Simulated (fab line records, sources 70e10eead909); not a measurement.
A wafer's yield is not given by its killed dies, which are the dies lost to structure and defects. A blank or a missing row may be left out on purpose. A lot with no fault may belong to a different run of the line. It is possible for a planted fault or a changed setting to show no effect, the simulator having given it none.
Matching of chambers :: flow nand_harc :: 3 sister chambers for NHARC_A_STAIRCASE_DEP_301 on pecvd-04
The step deposits SiON, target thk 30 nm. 3 wafers are shown with their chamber, then 8 later ones without.

WAFERS PAIRED WITH THEIR CHAMBERS
wafer: L088.5
chamber: 0
heater_power_w (W): 832

wafer: L088.6
chamber: 2
heater_power_w (W): 689

wafer: L094.3
chamber: 1
heater_power_w (W): 719

WAFERS WITHOUT THEIR CHAMBER
wafer: L094.5
heater_power_w (W): 737

wafer: L094.6
heater_power_w (W): 822

wafer: L096.4
heater_power_w (W): 827

wafer: L096.5
heater_power_w (W): 828

wafer: L096.6
heater_power_w (W): 867

wafer: L095.1
heater_power_w (W): 771

wafer: L095.3
heater_power_w (W): 804

wafer: L095.4
heater_power_w (W): 809

WHICH CHAMBER EACH ONE RAN IN
wafer: L094.5
from the rows above: can't be placed: 1 or 2
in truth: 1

wafer: L094.6
from the rows above: 0
in truth: 0

wafer: L096.4
from the rows above: 0
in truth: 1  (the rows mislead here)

wafer: L096.5
from the rows above: 0
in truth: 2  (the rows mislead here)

wafer: L096.6
from the rows above: 0
in truth: 0

wafer: L095.1
from the rows above: can't be placed: 1 or 0 or 2
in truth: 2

wafer: L095.3
from the rows above: 0
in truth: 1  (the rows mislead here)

wafer: L095.4
from the rows above: 0
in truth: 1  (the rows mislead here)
Correct placement for 2 of the 8. Unplaceable from these rows: 2, with the true chamber sitting among the candidates in 2. Number placed wrongly: 4.
How it was worked out, from the rows above alone: a wafer's distance from a chamber is the root of the sum, over the readings, of the square of ((its reading less the chamber's mean) divided by the reading's scatter). If the next closest chamber is less than 2 further off than the closest, the wafer can't be placed; otherwise it belongs to the closest. For every chamber, the mean is computed from those of its wafers that are shown. The scatter: with one shown wafer a chamber, the root of the mean of the squares of how far each hidden wafer lies from its nearest shown one.
